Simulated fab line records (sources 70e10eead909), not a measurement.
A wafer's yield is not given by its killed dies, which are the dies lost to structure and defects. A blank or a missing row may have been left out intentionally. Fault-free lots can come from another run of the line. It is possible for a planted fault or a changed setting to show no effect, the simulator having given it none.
fab line records :: flow nand-harc :: part 2 of 2: steps 22 to 37 of 37
record:
  lots: 5
  wafers: 15
  last-day: 23
route steps=1159 shown A_CONTACT@861
lots with no fault: from the same line, run without faults
start-h: start of the lot's first displayed wafer, in hours after the record's first day :: wait-h: hours since the lot's step before :: " same as the row above :: L1.1+2: a single row standing in for several wafers :: - no value, or no start given :: * or withheld: withheld :: < > ~ a bound
route shown NAME@n: names a module that has steps shown in the file, with the first one's number in the route :: usual: average and standard deviation across the fault-free wafers :: same: alike in all rows :: chamber/n: place in a boat :: sites: readings site by site :: _std_site: standard deviation across them :: _edge_site: inner sites' mean taken away from outer sites' mean :: radius-mm: how far each site lies from the wafer's centre :: mask NAME#n: copy n :: behind: the last tool/chamber to shape the wafer :: hold: the reason the lot was held/the length of the hold in hours/how it ended :: device: the transistor (n, p or np) that didn't switch :: end of line: tests of these same wafers at the route's end :: a step without rows: its recipe alone :: killed: dies lost to structure and defects at the first sort, not the wafer's yield :: map: dies across one wafer; x = killed, . = not, _ = none there
set.NAME: the run value of the setting; set.NAME@STEP: its run value at that earlier step :: model.NAME: the simulator's own value behind a step, which no gauge read
lots at selected steps of the route; one table per step, one row per wafer
services: a tool's chamber out of use, with start hour (start-h, from the record's first day; less than 0 if before it), hours out, and reason
== steps ==
step: NHARC_A_CONTACT_STRIP_55
recipe:
  o2-flow-sccm: 500
  ar-flow-sccm: 0
  bias-w: 0
  chemistry: O2
usual:
  drypump-motor-current-A: 5.6/0.41
  oes-product-au: 0.999/0.0083
  rf-vpp-V: 57.8/0.93
  showerhead-plenum-p-Torr: 3.55/0.15
  throttle-valve-pct: 17.037/0.0085
lot.wafer: L074.3
tool: rie-diel-06
chamber: 1
start-h: -
wait-h: -
drypump-motor-current-A: 6.0
oes-product-au: 0.993
rf-hours-counter-h: 55
rf-vpp-V: 58.5
showerhead-plenum-p-Torr: 3.41
throttle-valve-pct: 17.034

lot.wafer: L074.6
tool: rie-diel-06
chamber: 3
start-h: -
wait-h: -
drypump-motor-current-A: 6.1
oes-product-au: 1.003
rf-hours-counter-h: -
rf-vpp-V: 56.6
showerhead-plenum-p-Torr: 3.56
throttle-valve-pct: 17.025

lot.wafer: L074.5
tool: rie-diel-06
chamber: 1
start-h: -
wait-h: -
drypump-motor-current-A: 6.1
oes-product-au: 1.002
rf-hours-counter-h: -
rf-vpp-V: 57.8
showerhead-plenum-p-Torr: 3.41
throttle-valve-pct: 17.052

lot.wafer: L076.2
tool: rie-diel-11
chamber: 1
start-h: -
wait-h: -
drypump-motor-current-A: 5.7
oes-product-au: 1.009
rf-hours-counter-h: 3
rf-vpp-V: 57.3
showerhead-plenum-p-Torr: 3.65
throttle-valve-pct: 17.036

lot.wafer: L076.3
tool: rie-diel-11
chamber: 2
start-h: -
wait-h: -
drypump-motor-current-A: 5.4
oes-product-au: 0.994
rf-hours-counter-h: 4
rf-vpp-V: 58.3
showerhead-plenum-p-Torr: 3.66
throttle-valve-pct: 17.038

lot.wafer: L076.5
tool: rie-diel-11
chamber: 1
start-h: -
wait-h: -
drypump-motor-current-A: 5.7
oes-product-au: 1.009
rf-hours-counter-h: -
rf-vpp-V: 58.7
showerhead-plenum-p-Torr: 3.65
throttle-valve-pct: 17.018

lot.wafer: L081.2
tool: rie-diel-11
chamber: 1
start-h: -
wait-h: -
drypump-motor-current-A: 5.7
oes-product-au: 1.005
rf-hours-counter-h: 9
rf-vpp-V: 58.6
showerhead-plenum-p-Torr: 3.65
throttle-valve-pct: 17.034

lot.wafer: L081.3
tool: rie-diel-11
chamber: 2
start-h: -
wait-h: -
drypump-motor-current-A: 5.4
oes-product-au: 0.992
rf-hours-counter-h: 9
rf-vpp-V: 57.8
showerhead-plenum-p-Torr: 3.65
throttle-valve-pct: 17.035

lot.wafer: L081.6
tool: rie-diel-11
chamber: 0
start-h: -
wait-h: -
drypump-motor-current-A: 5.1
oes-product-au: 0.997
rf-hours-counter-h: -
rf-vpp-V: 56.9
showerhead-plenum-p-Torr: 3.33
throttle-valve-pct: 17.038

lot.wafer: L093.4
tool: rie-diel-06
chamber: 0
start-h: -
wait-h: -
drypump-motor-current-A: 5.6
oes-product-au: 0.986
rf-hours-counter-h: 22
rf-vpp-V: 57.8
showerhead-plenum-p-Torr: 3.80
throttle-valve-pct: 17.034

lot.wafer: L093.2
tool: rie-diel-06
chamber: 2
start-h: -
wait-h: -
drypump-motor-current-A: 5.0
oes-product-au: 1.003
rf-hours-counter-h: 23
rf-vpp-V: 59.1
showerhead-plenum-p-Torr: 3.56
throttle-valve-pct: 17.019

lot.wafer: L093.1
tool: rie-diel-06
chamber: 3
start-h: -
wait-h: -
drypump-motor-current-A: 6.1
oes-product-au: 0.989
rf-hours-counter-h: 22
rf-vpp-V: 57.1
showerhead-plenum-p-Torr: 3.53
throttle-valve-pct: 17.020

lot.wafer: L092.2
tool: rie-diel-11
chamber: 1
start-h: -
wait-h: -
drypump-motor-current-A: 5.8
oes-product-au: 1.000
rf-hours-counter-h: 23
rf-vpp-V: 57.8
showerhead-plenum-p-Torr: 3.64
throttle-valve-pct: 17.028

lot.wafer: L092.1
tool: rie-diel-11
chamber: 2
start-h: -
wait-h: -
drypump-motor-current-A: 5.4
oes-product-au: 1.006
rf-hours-counter-h: 22
rf-vpp-V: 57.9
showerhead-plenum-p-Torr: 3.65
throttle-valve-pct: 17.024

lot.wafer: L092.5
tool: rie-diel-11
chamber: 0
start-h: -
wait-h: -
drypump-motor-current-A: 5.1
oes-product-au: 0.996
rf-hours-counter-h: -
rf-vpp-V: 56.7
showerhead-plenum-p-Torr: 3.32
throttle-valve-pct: 17.040
step: NHARC_A_CONTACT_STRIP_56
recipe:
  time-s: 600
  temp-c: 30
  chemistry: post-etch-residue-remover
lot.wafer: L074.3+6+5
tool: wet-bench-02
chamber: 2,4,5
start-h: 381.62
wait-h: -

lot.wafer: L076.3+5+2
tool: wet-bench-04
chamber: 7,0,3
start-h: 388.43
wait-h: -

lot.wafer: L081.2+6+3
tool: wet-bench-04
chamber: 7,1,4
start-h: 412.75
wait-h: -

lot.wafer: L093.1+4+2
tool: wet-bench-01
chamber: 6,1,2
start-h: 477.12
wait-h: -

lot.wafer: L092.2+5+1
tool: wet-bench-02
chamber: 2,4,6
start-h: 477.86
wait-h: -
step: NHARC_A_CONTACT_DEP_57
recipe:
  target-thk-a: 28000
  temp-c: 400
  material: aC
usual:
  throttle-valve-pct: 35.001/0.0098
lot.wafer: L074.3
tool: acl-dep-02
chamber: 0
start-h: 386.42
wait-h: -
throttle-valve-pct: 34.987

lot.wafer: L074.5
tool: acl-dep-02
chamber: 0
start-h: 386.42
wait-h: -
throttle-valve-pct: 35.024

lot.wafer: L074.6
tool: acl-dep-02
chamber: 0
start-h: 386.42
wait-h: -
throttle-valve-pct: 34.987

lot.wafer: L076.2
tool: acl-dep-01
chamber: 0
start-h: 389.78
wait-h: -
throttle-valve-pct: 35.005

lot.wafer: L076.3
tool: acl-dep-01
chamber: 0
start-h: 389.78
wait-h: -
throttle-valve-pct: 35.001

lot.wafer: L076.5
tool: acl-dep-01
chamber: 0
start-h: 389.78
wait-h: -
throttle-valve-pct: 35.023

lot.wafer: L081.2
tool: acl-dep-01
chamber: 0
start-h: 413.31
wait-h: -
throttle-valve-pct: 34.979

lot.wafer: L081.3
tool: acl-dep-01
chamber: 0
start-h: 413.31
wait-h: -
throttle-valve-pct: 34.998

lot.wafer: L081.6
tool: acl-dep-01
chamber: 0
start-h: 413.31
wait-h: -
throttle-valve-pct: 35.013

lot.wafer: L093.1
tool: acl-dep-02
chamber: 0
start-h: 477.38
wait-h: -
throttle-valve-pct: 35.006

lot.wafer: L093.2
tool: acl-dep-02
chamber: 0
start-h: 477.38
wait-h: -
throttle-valve-pct: 35.002

lot.wafer: L093.4
tool: acl-dep-02
chamber: 0
start-h: 477.38
wait-h: -
throttle-valve-pct: 35.000

lot.wafer: L092.1
tool: acl-dep-03
chamber: 0
start-h: 479.53
wait-h: -
throttle-valve-pct: 35.007

lot.wafer: L092.2
tool: acl-dep-03
chamber: 0
start-h: 479.53
wait-h: -
throttle-valve-pct: 34.998

lot.wafer: L092.5
tool: acl-dep-03
chamber: 0
start-h: 479.53
wait-h: -
throttle-valve-pct: 34.990
step: NHARC_A_CONTACT_DEP_58
recipe:
  target-thk-a: 600
  target-thk-nm: 60
  temp-c: 400
  pressure-torr: 3.5
  flow-sccm: 200
  rf-w: 350
  material: SiON
usual:
  heater-power-w: 749/76
lot.wafer: L074.3
tool: pecvd-02
chamber: 1
start-h: 387.94
wait-h: 1.2
heater-power-w: 712

lot.wafer: L074.6
tool: pecvd-02
chamber: 2
start-h: 387.94
wait-h: 1.2
heater-power-w: 728

lot.wafer: L074.5
tool: pecvd-02
chamber: 0
start-h: 387.94
wait-h: 1.2
heater-power-w: 661

lot.wafer: L076.2
tool: pecvd-02
chamber: 2
start-h: 391.23
wait-h: 1.2
heater-power-w: 634

lot.wafer: L076.3
tool: pecvd-02
chamber: 0
start-h: 391.23
wait-h: 1.2
heater-power-w: 760

lot.wafer: L076.5
tool: pecvd-02
chamber: 1
start-h: 391.23
wait-h: 1.2
heater-power-w: 761

lot.wafer: L081.2
tool: pecvd-02
chamber: 2
start-h: 414.78
wait-h: 1.2
heater-power-w: 716

lot.wafer: L081.3
tool: pecvd-02
chamber: 1
start-h: 414.78
wait-h: 1.2
heater-power-w: 747

lot.wafer: L081.6
tool: pecvd-02
chamber: 0
start-h: 414.78
wait-h: 1.2
heater-power-w: 632

lot.wafer: L093.1
tool: pecvd-02
chamber: 2
start-h: 479.15
wait-h: 1.5
heater-power-w: 746

lot.wafer: L093.2
tool: pecvd-02
chamber: 0
start-h: 479.15
wait-h: 1.5
heater-power-w: 604

lot.wafer: L093.4
tool: pecvd-02
chamber: 0
start-h: 479.15
wait-h: 1.5
heater-power-w: 599

lot.wafer: L092.2
tool: pecvd-01
chamber: 1
start-h: 481.29
wait-h: 1.2
heater-power-w: 762

lot.wafer: L092.1
tool: pecvd-01
chamber: 2
start-h: 481.29
wait-h: 1.2
heater-power-w: 903

lot.wafer: L092.5
tool: pecvd-01
chamber: 0
start-h: 481.29
wait-h: 1.2
heater-power-w: 743
step: NHARC_A_CONTACT_DEHYDRATE_59
recipe:
  temp-c: 150
  time-s: 120
lot.wafer: L074.3+5+6
tool: litho-track-06
chamber: 0
start-h: 388.15
wait-h: 0.2

lot.wafer: L076.2+3+5
tool: litho-track-06
chamber: 0
start-h: 391.50
wait-h: 0.2

lot.wafer: L081.2+3+6
tool: litho-track-01
chamber: 0
start-h: 415.05
wait-h: 0.2

lot.wafer: L093.1+2+4
tool: litho-track-01
chamber: 0
start-h: 479.39
wait-h: 0.2

lot.wafer: L092.1+2+5
tool: litho-track-01
chamber: 0
start-h: 481.56
wait-h: 0.2
step: NHARC_A_CONTACT_HMDS_60
recipe:
  time-s: 30
lot.wafer: L074.3+5+6
tool: litho-track-06
chamber: 0
start-h: -
wait-h: -

lot.wafer: L076.2+3+5
tool: litho-track-06
chamber: 0
start-h: -
wait-h: -

lot.wafer: L081.2+3+6
tool: litho-track-01
chamber: 0
start-h: -
wait-h: -

lot.wafer: L093.1+2+4
tool: litho-track-01
chamber: 0
start-h: -
wait-h: -

lot.wafer: L092.1+2+5
tool: litho-track-01
chamber: 0
start-h: -
wait-h: -
step: NHARC_A_CONTACT_COAT_61
recipe:
  temp-c: 260
  time-s: 75
lot.wafer: L074.3+5+6
tool: litho-track-06
chamber: 0
start-h: -
wait-h: -

lot.wafer: L076.2+3+5
tool: litho-track-06
chamber: 0
start-h: -
wait-h: -

lot.wafer: L081.2+3+6
tool: litho-track-01
chamber: 0
start-h: -
wait-h: -

lot.wafer: L093.1+2+4
tool: litho-track-01
chamber: 0
start-h: -
wait-h: -

lot.wafer: L092.1+2+5
tool: litho-track-01
chamber: 0
start-h: -
wait-h: -
step: NHARC_A_CONTACT_COAT_62
recipe:
  temp-c: 225
  time-s: 65
lot.wafer: L074.3+5+6
tool: litho-track-06
chamber: 0
start-h: -
wait-h: -

lot.wafer: L076.2+3+5
tool: litho-track-06
chamber: 0
start-h: -
wait-h: -

lot.wafer: L081.2+3+6
tool: litho-track-01
chamber: 0
start-h: -
wait-h: -

lot.wafer: L093.1+2+4
tool: litho-track-01
chamber: 0
start-h: -
wait-h: -

lot.wafer: L092.1+2+5
tool: litho-track-01
chamber: 0
start-h: -
wait-h: -
step: NHARC_A_CONTACT_COAT_63
recipe:
  spin-rpm: 1500
  resist-thk-nm: 90
lot.wafer: L074.3+5+6
tool: litho-track-06
chamber: 0
start-h: -
wait-h: -

lot.wafer: L076.2+3+5
tool: litho-track-06
chamber: 0
start-h: -
wait-h: -

lot.wafer: L081.2+3+6
tool: litho-track-01
chamber: 0
start-h: -
wait-h: -

lot.wafer: L093.1+2+4
tool: litho-track-01
chamber: 0
start-h: -
wait-h: -

lot.wafer: L092.1+2+5
tool: litho-track-01
chamber: 0
start-h: -
wait-h: -
step: NHARC_A_CONTACT_SOFTBAKE_64
recipe:
  temp-c: 105
  time-s: 55
lot.wafer: L074.3+5+6
tool: litho-track-06
chamber: 0
start-h: -
wait-h: -

lot.wafer: L076.2+3+5
tool: litho-track-06
chamber: 0
start-h: -
wait-h: -

lot.wafer: L081.2+3+6
tool: litho-track-01
chamber: 0
start-h: -
wait-h: -

lot.wafer: L093.1+2+4
tool: litho-track-01
chamber: 0
start-h: -
wait-h: -

lot.wafer: L092.1+2+5
tool: litho-track-01
chamber: 0
start-h: -
wait-h: -
step: NHARC_A_CONTACT_EBR_65
lot.wafer: L074.3+5+6
tool: litho-track-06
chamber: 0
start-h: -
wait-h: -

lot.wafer: L076.2+3+5
tool: litho-track-06
chamber: 0
start-h: -
wait-h: -

lot.wafer: L081.2+3+6
tool: litho-track-01
chamber: 0
start-h: -
wait-h: -

lot.wafer: L093.1+2+4
tool: litho-track-01
chamber: 0
start-h: -
wait-h: -

lot.wafer: L092.1+2+5
tool: litho-track-01
chamber: 0
start-h: -
wait-h: -
step: NHARC_A_CONTACT_EXPOSE_66
recipe:
  na: 1.35
  sigma-outer: 0.8
  dose-mj: 59.02
  mask-id: A_CC_2
lot.wafer: L074.3+5+6
tool: arfi-scanner-01
chamber: 0
start-h: 388.34
wait-h: -
mask: A_CC_2#0

lot.wafer: L076.2+3+5
tool: arfi-scanner-01
chamber: 0
start-h: 391.82
wait-h: -
mask: A_CC_2#0

lot.wafer: L081.2+3+6
tool: arfi-scanner-02
chamber: 0
start-h: 415.37
wait-h: -
mask: A_CC_2#0

lot.wafer: L093.1+2+4
tool: arfi-scanner-02
chamber: 0
start-h: 479.70
wait-h: -
mask: A_CC_2#0

lot.wafer: L092.1+2+5
tool: arfi-scanner-01
chamber: 0
start-h: 481.87
wait-h: -
mask: A_CC_2#0
step: NHARC_A_CONTACT_PEB_67
recipe:
  peb-temp-c: 100
  peb-time-s: 65
lot.wafer: L074.3+5+6
tool: litho-track-01
chamber: 0
start-h: 388.40
wait-h: 0.0

lot.wafer: L076.2+3+5
tool: litho-track-04
chamber: 0
start-h: 391.88
wait-h: 0.1

lot.wafer: L081.2+3+6
tool: litho-track-04
chamber: 0
start-h: 415.42
wait-h: 0.1

lot.wafer: L093.1+2+4
tool: litho-track-04
chamber: 0
start-h: 479.77
wait-h: 0.1

lot.wafer: L092.1+2+5
tool: litho-track-06
chamber: 0
start-h: 481.93
wait-h: 0.1
step: NHARC_A_CONTACT_DEVELOP_68
recipe:
  develop-time-s: 35
  dev-temp-c: 23
lot.wafer: L074.3+5+6
tool: litho-track-01
chamber: 0
start-h: -
wait-h: -

lot.wafer: L076.2+3+5
tool: litho-track-04
chamber: 0
start-h: -
wait-h: -

lot.wafer: L081.2+3+6
tool: litho-track-04
chamber: 0
start-h: -
wait-h: -

lot.wafer: L093.1+2+4
tool: litho-track-04
chamber: 0
start-h: -
wait-h: -

lot.wafer: L092.1+2+5
tool: litho-track-06
chamber: 0
start-h: -
wait-h: -
step: NHARC_A_CONTACT_CD_MEAS_69
recipe:
  target-cd-nm: 200
  landing-energy-ev: 500
usual:
  cd-nm: 199.8/0.54
lot.wafer: L074.3
tool: cd-sem-03
chamber: 0
start-h: 388.48
wait-h: -
cd-nm: 199.6

lot.wafer: L074.5
tool: cd-sem-03
chamber: 0
start-h: 388.48
wait-h: -
cd-nm: 199.3

lot.wafer: L074.6
tool: cd-sem-03
chamber: 0
start-h: 388.48
wait-h: -
cd-nm: 200.1

lot.wafer: L076.2
tool: cd-sem-02
chamber: 0
start-h: 391.96
wait-h: -
cd-nm: 199.8

lot.wafer: L076.3
tool: cd-sem-02
chamber: 0
start-h: 391.96
wait-h: -
cd-nm: 200.1

lot.wafer: L076.5
tool: cd-sem-02
chamber: 0
start-h: 391.96
wait-h: -
cd-nm: 200.6

lot.wafer: L081.2
tool: cd-sem-02
chamber: 0
start-h: 415.51
wait-h: -
cd-nm: 199.9

lot.wafer: L081.3
tool: cd-sem-02
chamber: 0
start-h: 415.51
wait-h: -
cd-nm: 200.0

lot.wafer: L081.6
tool: cd-sem-02
chamber: 0
start-h: 415.51
wait-h: -
cd-nm: 199.3

lot.wafer: L093.1
tool: cd-sem-02
chamber: 0
start-h: 479.85
wait-h: -
cd-nm: 199.2

lot.wafer: L093.2
tool: cd-sem-02
chamber: 0
start-h: 479.85
wait-h: -
cd-nm: 200.2

lot.wafer: L093.4
tool: cd-sem-02
chamber: 0
start-h: 479.85
wait-h: -
cd-nm: 199.8

lot.wafer: L092.1
tool: cd-sem-01
chamber: 0
start-h: 482.01
wait-h: -
cd-nm: 199.5

lot.wafer: L092.2
tool: cd-sem-01
chamber: 0
start-h: 482.01
wait-h: -
cd-nm: 199.8

lot.wafer: L092.5
tool: cd-sem-01
chamber: 0
start-h: 482.01
wait-h: -
cd-nm: 200.0
step: NHARC_A_CONTACT_OVL_MEAS_70
usual:
  overlay-x-nm: -0.2/0.7
  overlay-y-nm: 0.1/0.76
lot.wafer: L074.3
tool: overlay-02
chamber: -
start-h: 388.56
wait-h: -
overlay-x-nm: -0.7
overlay-y-nm: 0.6

lot.wafer: L074.5
tool: overlay-02
chamber: -
start-h: 388.56
wait-h: -
overlay-x-nm: -0.4
overlay-y-nm: 0.9

lot.wafer: L074.6
tool: overlay-02
chamber: -
start-h: 388.56
wait-h: -
overlay-x-nm: -0.8
overlay-y-nm: 0.0

lot.wafer: L076.2
tool: overlay-02
chamber: -
start-h: 392.04
wait-h: -
overlay-x-nm: -1.7
overlay-y-nm: -0.1

lot.wafer: L076.3
tool: overlay-02
chamber: -
start-h: 392.04
wait-h: -
overlay-x-nm: -1.5
overlay-y-nm: -0.4

lot.wafer: L076.5
tool: overlay-02
chamber: -
start-h: 392.04
wait-h: -
overlay-x-nm: -1.2
overlay-y-nm: 0.1

lot.wafer: L081.2
tool: overlay-01
chamber: -
start-h: 415.59
wait-h: -
overlay-x-nm: -0.1
overlay-y-nm: 0.8

lot.wafer: L081.3
tool: overlay-01
chamber: -
start-h: 415.59
wait-h: -
overlay-x-nm: -1.3
overlay-y-nm: 1.1

lot.wafer: L081.6
tool: overlay-01
chamber: -
start-h: 415.59
wait-h: -
overlay-x-nm: -0.5
overlay-y-nm: 1.0

lot.wafer: L093.1
tool: overlay-01
chamber: -
start-h: 479.94
wait-h: -
overlay-x-nm: -0.1
overlay-y-nm: -0.8

lot.wafer: L093.2
tool: overlay-01
chamber: -
start-h: 479.94
wait-h: -
overlay-x-nm: -0.2
overlay-y-nm: -0.8

lot.wafer: L093.4
tool: overlay-01
chamber: -
start-h: 479.94
wait-h: -
overlay-x-nm: -0.7
overlay-y-nm: -1.0

lot.wafer: L092.1
tool: overlay-01
chamber: -
start-h: 482.10
wait-h: -
overlay-x-nm: 0.3
overlay-y-nm: 0.0

lot.wafer: L092.2
tool: overlay-01
chamber: -
start-h: 482.10
wait-h: -
overlay-x-nm: 0.8
overlay-y-nm: -0.5

lot.wafer: L092.5
tool: overlay-01
chamber: -
start-h: 482.10
wait-h: -
overlay-x-nm: 0.8
overlay-y-nm: -0.2
== services ==
tool: wet-bench-02
chamber: -
start-h: 356.00
hours: 8.0
kind: pm

tool: rie-diel-09
chamber: 3
start-h: 360.57
hours: 16.6
kind: repair

tool: rie-diel-11
chamber: -
start-h: 366.55
hours: 9.0
kind: pm

tool: rie-diel-11
chamber: 0
start-h: 366.55
hours: 9.0
kind: vent-cycle

tool: arfi-scanner-02
chamber: -
start-h: 367.54
hours: 1.9
kind: repair

tool: arfi-scanner-01
chamber: -
start-h: 368.00
hours: 4.0
kind: pm

tool: rie-diel-06
chamber: 2
start-h: 374.46
hours: 8.7
kind: repair

tool: rie-diel-09
chamber: 2
start-h: 387.51
hours: 13.8
kind: repair

tool: wet-bench-01
chamber: -
start-h: 389.60
hours: 8.0
kind: pm

tool: wet-bench-04
chamber: -
start-h: 401.89
hours: 3.8
kind: repair

tool: acl-dep-03
chamber: -
start-h: 405.65
hours: 13.0
kind: pm

tool: rie-diel-09
chamber: 0
start-h: 410.33
hours: 6.5
kind: repair

tool: pecvd-01
chamber: -
start-h: 418.47
hours: 13.0
kind: pm

tool: rie-diel-06
chamber: -
start-h: 419.60
hours: 9.0
kind: pm

tool: arfi-scanner-02
chamber: -
start-h: 428.00
hours: 4.0
kind: pm

tool: rie-diel-09
chamber: -
start-h: 431.16
hours: 9.0
kind: pm

tool: litho-track-01
chamber: -
start-h: 443.00
hours: 7.0
kind: pm

tool: rie-diel-09
chamber: 3
start-h: 443.81
hours: 16.4
kind: repair

tool: pecvd-02
chamber: -
start-h: 462.81
hours: 3.0
kind: repair

tool: wet-bench-04
chamber: -
start-h: 462.97
hours: 1.7
kind: repair

tool: litho-track-06
chamber: -
start-h: 467.00
hours: 7.0
kind: pm

tool: rie-diel-06
chamber: -
start-h: 469.88
hours: 0.4
kind: repair

tool: acl-dep-01
chamber: -
start-h: 475.47
hours: 13.0
kind: pm

tool: har-cap-etch-01
chamber: -
start-h: 481.55
hours: 1.8
kind: repair
